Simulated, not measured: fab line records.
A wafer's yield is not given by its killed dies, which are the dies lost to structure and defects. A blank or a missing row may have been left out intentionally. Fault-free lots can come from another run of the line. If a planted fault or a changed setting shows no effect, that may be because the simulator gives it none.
What tool caused it? -- flow nand-harc -- Sampling: 12 lots, 36 wafers, 5 of 1302 route steps

WHAT THE GAUGES READ, wafer by wafer
NHARC_P_BONDPAD_INSPECT_23. Usual: raw-defect-count 345, standard deviation 150.
lot,measured,on,raw-defect-count,flag
L672,day 6 17:13,defect-inspect-02,123 240 160,
L673,day 7 00:46,defect-inspect-01,183 350 281,
L674,day 7 17:34,defect-inspect-02,263 283 334,
L675,day 7 21:56,defect-inspect-01,184 211 182,
L677,day 8 14:57,defect-inspect-02,442 434 273,
L678,day 9 00:25,defect-inspect-01,354 550 388,
L680,day 10 01:35,defect-inspect-02,328 382 360,
L681,day 10 16:23,defect-inspect-01,534 331 444,
L688,day 13 07:15,defect-inspect-02,493 476 724,
L691,day 14 20:35,defect-inspect-02,287 339 265,
L694,day 15 23:35,defect-inspect-01,309 446 457,
L695,day 16 03:26,defect-inspect-01,520 289 304,

NHARC_END_SORT_01. Usual: defect-limited-yield 91 %, standard deviation 3; killed-at-array 54, standard deviation 21; killed-at-other 1.0, standard deviation 1.2; killed-at-periphery 3.6, standard deviation 2.6; killed-dies 58, standard deviation 20; killed-open 3.3, standard deviation 1.9; killed-short 2.6, standard deviation 1.5; sort_bin_2_pct 3.1 %, standard deviation 1.4; sort_bin_3_pct 0.6 %, standard deviation 0.37; sort_bin_4_pct 4.9 %, standard deviation 1.6; sort-n-pass 619, standard deviation 20; sort-rim-yield-pct 91 %, standard deviation 4.3; sort-yield-pct 91 %, standard deviation 3.
lot,measured,on,defect-limited-yield (%),killed-at-array,killed-at-other,killed-at-periphery,killed-dies,killed-open,killed-short,sort_bin_2_pct (%),sort_bin_3_pct (%),sort_bin_4_pct (%),sort-n-pass,sort-rim-yield-pct (%),sort-yield-pct (%),flag
L677,day 26 03:20,prober-01,87 87 86,87 87 93,0 0 0,2 1 4,89 88 97,2 1 5,3 3 3,5.6 5.5 5.8,0.9 0.3 1.2,6.6 7.2 7.4,588 589 580,97 94 87,87 87 86,
L691,day 32 21:08,prober-01,89 89 88,67 70 74,0 1 0,6 4 6,73 75 80,7 1 6,4 3 2,4.4 3.7 3.8,0.7 0.1 1.0,5.6 7.2 6.9,604 602 597,82 92 92,89 89 88,

EACH LOT AND THE TOOL THAT RAN IT (in order: tool; ch and the chambers of the sampled wafers; start)
lot,NHARC_P_BONDPAD_PVD_17,NHARC_P_BONDPAD_PVD_27,NHARC_P_BONDPAD_ACTIVATE_29
L672,"pvd-sputter-03, day 6 15:37","pvd-sputter-03, day 6 17:13 or earlier","rie-diel-11 ch 2,3, day 6 17:16"
L673,"pvd-sputter-03, day 6 23:08","pvd-sputter-03, day 7 00:46 or earlier","rie-diel-04 ch 0,3, day 7 00:49"
L674,"pvd-sputter-02, day 7 16:05","pvd-sputter-02, day 7 17:34 or earlier","rie-diel-11 ch 0,1,3, day 7 17:38"
L675,"pvd-sputter-01, day 7 20:16","pvd-sputter-01, day 7 21:56 or earlier","rie-diel-12 ch 0,1, day 7 22:00"
L677,"pvd-sputter-01, day 8 13:28","pvd-sputter-01, day 8 14:57 or earlier","rie-diel-12 ch 0,3, day 8 15:02"
L678,"pvd-sputter-01, day 8 22:54","pvd-sputter-01, day 9 00:25 or earlier","rie-diel-12 ch 0,1,3, day 9 00:28"
L680,"pvd-sputter-03, day 10 00:05","pvd-sputter-03, day 10 01:35 or earlier","rie-diel-12 ch 0,2, day 10 01:40"
L681,"pvd-sputter-02, day 10 14:51","pvd-sputter-02, day 10 16:23 or earlier","rie-diel-11 ch 0,1, day 10 16:27"
L688,"pvd-sputter-01, day 13 05:43","pvd-sputter-01, day 13 07:15 or earlier","rie-diel-11 ch 0,1,3, day 13 07:20"
L691,"pvd-sputter-01, day 14 19:08","pvd-sputter-01, day 14 20:35 or earlier","rie-diel-11 ch 0,1, day 14 20:40"
L694,"pvd-sputter-02, day 15 22:06","pvd-sputter-02, day 15 23:35 or earlier","rie-diel-12 ch 0,1,2, day 15 23:40"
L695,"pvd-sputter-02, day 16 01:56","pvd-sputter-02, day 16 03:26 or earlier","rie-diel-12 ch 0,1,2, day 16 03:30"
- NHARC_P_BONDPAD_PVD_17: deposits TaN, target thk 5 nm, time 8.06 s.
- NHARC_P_BONDPAD_PVD_27: deposits Cu, target thk 30 nm, time 20.49 s.
- NHARC_P_BONDPAD_ACTIVATE_29: chemistry N2, time 60 s.

AS READ BY THE TOOLS THEMSELVES (means over the sampled wafers that have a number; for cases with no such wafer, the mark the record gives instead)
NHARC_P_BONDPAD_PVD_17. Usual: cathode-dc-power-W 15000 W, standard deviation 2.8; throttle-valve-pct 29.7 %, standard deviation 1.2.
lot,tool,cathode-dc-power-W (W),throttle-valve-pct (%),flag
L672,pvd-sputter-03,15000,29.3,
L673,pvd-sputter-03,14999,28.2,
L674,pvd-sputter-02,14999,29.0,
L675,pvd-sputter-01,15002,31.0,
L677,pvd-sputter-01,15002,30.4,
L678,pvd-sputter-01,15000,30.9,
L680,pvd-sputter-03,15000,28.3,
L681,pvd-sputter-02,15001,29.1,
L688,pvd-sputter-01,14233,30.2,OFF
L691,pvd-sputter-01,14237,30.7,OFF
L694,pvd-sputter-02,15000,29.2,
L695,pvd-sputter-02,15000,28.4,

NHARC_P_BONDPAD_PVD_27. Usual: cathode-dc-power-W 4999.9 W, standard deviation 0.99; throttle-valve-pct 29.7 %, standard deviation 1.1.
lot,tool,cathode-dc-power-W (W),throttle-valve-pct (%),flag
L672,pvd-sputter-03,4999.6,29.8,
L673,pvd-sputter-03,5000.0,29.6,
L674,pvd-sputter-02,4999.9,28.7,
L675,pvd-sputter-01,4998.8,30.7,
L677,pvd-sputter-01,4999.8,30.0,
L678,pvd-sputter-01,4999.2,30.7,
L680,pvd-sputter-03,5001.0,29.1,
L681,pvd-sputter-02,4999.8,29.6,
L688,pvd-sputter-01,4999.6,31.4,
L691,pvd-sputter-01,5000.6,30.1,
L694,pvd-sputter-02,4999.2,29.2,
L695,pvd-sputter-02,5000.7,30.0,

NHARC_P_BONDPAD_ACTIVATE_29. Usual: drypump-motor-current-A 5.8 A, standard deviation 0.49; oes-product-au 1.003 a.u., standard deviation 0.0092; rf-vpp-V 64.2 V, standard deviation 0.9; showerhead-plenum-p-Torr 1.79 Torr, standard deviation 0.067.
lot,tool,drypump-motor-current-A (A),oes-product-au (a.u.),rf-vpp-V (V),showerhead-plenum-p-Torr (Torr),flag
L672,rie-diel-11,5.9,1.006,64.8,1.86,
L673,rie-diel-04,5.7,1.002,64.2,1.78,
L674,rie-diel-11,6.2,1.001,64.4,1.82,
L675,rie-diel-12,5.1,1.001,64.1,1.82,
L677,rie-diel-12,5.4,1.014,65.3,1.74,
L678,rie-diel-12,5.3,1.005,63.5,1.78,
L680,rie-diel-12,5.9,1.011,63.1,1.74,
L681,rie-diel-11,6.5,1.001,64.7,1.84,
L688,rie-diel-11,6.2,1.011,64.4,1.82,
L691,rie-diel-11,6.2,1.018,64.5,1.83,
L694,rie-diel-12,5.5,0.999,64.0,1.78,
L695,rie-diel-12,5.5,1.000,64.3,1.78,

THE ANSWER, worked out from the rows above alone
Rule: take the mean of a lot's wafers that have a number; if it is more than 3 standard deviations from the usual mean, the lot is off. A lot without any number at a reading at which 4 lots or more have one is off too. The other lots that the step has rows for count as sound. Order of review: gauges by route order, followed by the tools' own readings, for which a lot's mean as printed above is used. At the first step where some lot is off, the reading lying furthest off is the one used; lots without a number count as furthest.
Off: L688, L691, at NHARC_P_BONDPAD_PVD_17 (cathode-dc-power-W).
If a tool, at that step or one of the process steps before it, ran each lot that is off and ran no sound lot following the first of them, it fits. One candidate fits, namely pvd-sputter-01 at NHARC_P_BONDPAD_PVD_17. Its last sound lot is L678 (day 8 22:54), its first lot that is off L688 (day 13 05:43): a fault that began between those two fits.
On the lots that are off, the tool's own readings at NHARC_P_BONDPAD_PVD_17 differ by more than 5 times the standard deviation of the sound lots' means, which bears it out; cathode-dc-power-W reads 14235 W there versus 15000 W on the sound lots.

WHAT HAD BEEN PUT IN BY THE SIMULATOR
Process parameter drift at NHARC_P_BONDPAD_PVD_17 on pvd-sputter-01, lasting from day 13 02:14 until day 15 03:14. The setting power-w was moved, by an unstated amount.
Struck lots among those shown: L688, L691. The rule above found the same.
